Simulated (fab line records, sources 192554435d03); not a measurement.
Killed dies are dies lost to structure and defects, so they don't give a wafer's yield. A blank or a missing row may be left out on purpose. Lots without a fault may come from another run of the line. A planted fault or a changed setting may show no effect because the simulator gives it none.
A struck lot beside a sound one | flow n5_finfet | 37 steps out of a route of 1938
Sound: wafers L640.2, L640.5, L640.6. Struck: wafer L623.5. (L623.2, L623.4 of the same lot were not struck and are left out.) The cause comes at the end.
At each step with rows: each side's tool, then ch and its chambers, then its first start. Under that, the readings that differ: sound wafers | struck wafers | difference of the means | sigmas: that difference in standard deviations of wafers without a fault.
alike: readings whose means differ by less than 2 such deviations, and words and numbers that are the same on both sides. not compared: withheld readings, readings that some wafer has no value for, bounds like >300 that may hide the same value, and numbers for which the record gives no deviation and whose values overlap.
The two part at a step that has a row with sigmas, a row that says differs or no value, or rows on one side only. Numbers that don't overlap but have no deviation are shown without sigmas and don't part them. A reading that every wafer of one side lacks parts them only if that side has two wafers or more.

first, 9 steps without rows for these wafers: N5_BEOL_M4_ANNEAL_95 (time 240 s); N5_BEOL_M4_SPUTTER_96 (material Cu, target thk 4.5 nm, time 8.29 s); N5_BEOL_M4_ECD_50 (material Cu, target thk 300 nm); N5_BEOL_M4_ANNEAL_51 (time 90 s); N5_BEOL_M4_CMP_52 (polishes, stops on SiOC, t overpolish 6.8 s, target thk 40 nm); N5_BEOL_M4_PRE_CLEAN_60 (time 15 s); N5_BEOL_M4_CO_CAP_55 (material Co, precursor CCTBA/H2, target thk 2 nm, time 102.1 s); N5_BEOL_M4_PRE_CLEAN_56 (time 15 s); N5_BEOL_M4_DEP_57 (deposits SiCN from 3MS/NH3, target thk 8 nm, time 14 s).
N5_BEOL_M4_RC_MEAS_101:
  sound on prober-01 ch 0, day 13 03:39; struck on prober-01 ch 0, day 9 08:32
  alike: DIBL_N, DIBL_P, IOFF_N, IOFF_P, ION_N, ION_P, SS_N, SS_P, VT_N, VT_P
then, 24 steps without rows for these wafers: N5_BEOL_M5_ILD_DEP_00 (deposits SiCOH lowk from DEMS/porogen, target thk 140.64 nm, time 25.9 s); N5_BEOL_M5_CURE_79 (cures SiCOH lowk, time 240 s); N5_BEOL_M5_PECVD_70 (deposits SiO2 from TEOS/O2, target thk 16 nm, time 18 s); N5_BEOL_M5_HM_DEP_02 (deposits TiN, target thk 20 nm); N5_BEOL_M5_COAT_59 (time 60 s, resist thk 60 nm); N5_BEOL_M5_COAT_60 (time 60 s, resist thk 12 nm); N5_BEOL_M5_COAT_71 (time 60 s, resist thk 5 nm); N5_BEOL_M5_COAT_05 (resist thk 30 nm); N5_BEOL_M5_EBR_07; N5_BEOL_M5_SOFTBAKE_06 (time 60 s); N5_BEOL_M5_EXPOSE_08 (exposes mask M5, target cd 28 nm); N5_BEOL_M5_PEB_09 (peb time 60 s); N5_BEOL_M5_DEVELOP_10 (develop time 30 s); N5_BEOL_M5_DESCUM_16 (chemistry O2, time 7 s); N5_BEOL_M5_ETCH_72 (etches underlayer in N2/H2, target depth 6.5 nm, time 5.2 s); N5_BEOL_M5_ETCH_61 (etches SiARC in CF4, target depth 15.6 nm, time 26 s); N5_BEOL_M5_ETCH_62 (etches SOC in N2/H2, target depth 75 nm, overetch 15 nm, time 112.5 s); N5_BEOL_M5_STRIP_63 (strips in N2/H2); N5_BEOL_M5_STRIP_73 (strips in N2/H2); N5_BEOL_M5_STRIP_64 (strips in CF4); N5_BEOL_M5_HM_OPEN_17 (chemistry Cl2/BCl3, target TiN, target depth 20 nm, overetch 6 nm); N5_BEOL_M5_STRIP_19 (strips in O2); N5_BEOL_M5_COAT_65 (time 60 s, resist thk 60 nm); N5_BEOL_M5_COAT_66 (time 60 s, resist thk 12 nm).
N5_BEOL_M7_SPUTTER_48: material Cu, target thk 10 nm, time 1.667 s.
  sound on pvd_sputter-03, day 14 09:31; struck on pvd_sputter-03, day 10 10:37
  alike: throttle_valve_pct
  not compared: susceptor_temp_C
-- the record jumps here: 3 days lie between the struck wafers' starts before and after (it left off in module BEOL_M7 and takes up again in module BEOL_M15, whose first step shown is number 1830 of the route) --
N5_BEOL_M15_RC_MEAS_101:
  sound on prober-02 ch 0, day 16 21:12; struck on prober-02 ch 0, day 13 01:37
  reading          | sound                      | struck   | difference | sigmas
  COMB_M10 (S/m)   | 1.47e-11 2.61e-11 1.74e-11 | 1.29e-11 | -6.50e-12  | -2
  COMB_M14 (S/m)   | 5.8e-12 5.1e-12 3.6e-12    | 3.1e-12  | -1.7e-12   | -2
  SERP_M8 (ohm/um) | 14.2 14.4 15.7             | 13.1     | -1.7       | -3
  alike: COMB_M11, COMB_M12, COMB_M13, COMB_M15, COMB_M5, COMB_M5_max_site, COMB_M6, COMB_M7, COMB_M8, COMB_M9, SERP_M10, SERP_M10_max_site, SERP_M11, SERP_M11_max_site, SERP_M12, SERP_M13, SERP_M14, SERP_M5, SERP_M6, SERP_M9
  not compared: SERP_M7, SERP_M7_max_site
N5_PASSIVATION_PROBE_49:
  sound on prober-01, day 17 11:07; struck on prober-01, day 13 19:49
  reading                  | sound          | struck | difference | sigmas
  defect_limited_yield (%) | 91.5 92.4 88.1 | 68.2   | -22.5      | -15
  killed_at_M4_up          | 9 20 17        | 296    | +281       | +47
  killed_dies              | 100 90 140     | 375    | +265       | +15
  killed_on_rim            | 13 6 12        | 60     | +50        | +14
  sort_bin_5_function (%)  | 4.8 4.3 7.2    | 19.4   | +14.0      | +14
  sort_bin_6_memory (%)    | 3.4 3.1 4.4    | 12.1   | +8.5       | +12
  sort_n_pass              | 1080 1090 1040 | 805    | -265       | -14
  sort_yield_pct (%)       | 91.5 92.4 88.1 | 68.2   | -22.5      | -14
  alike: killed_at_M0_to_M3, killed_at_contacts, killed_at_front_end, killed_at_other, killed_open, killed_short, sort_bin_8_speed

WHERE THEY PART
First at N5_BEOL_M15_RC_MEAS_101; last, within this record, at N5_PASSIVATION_PROBE_49.

WHY: what the simulator had put in
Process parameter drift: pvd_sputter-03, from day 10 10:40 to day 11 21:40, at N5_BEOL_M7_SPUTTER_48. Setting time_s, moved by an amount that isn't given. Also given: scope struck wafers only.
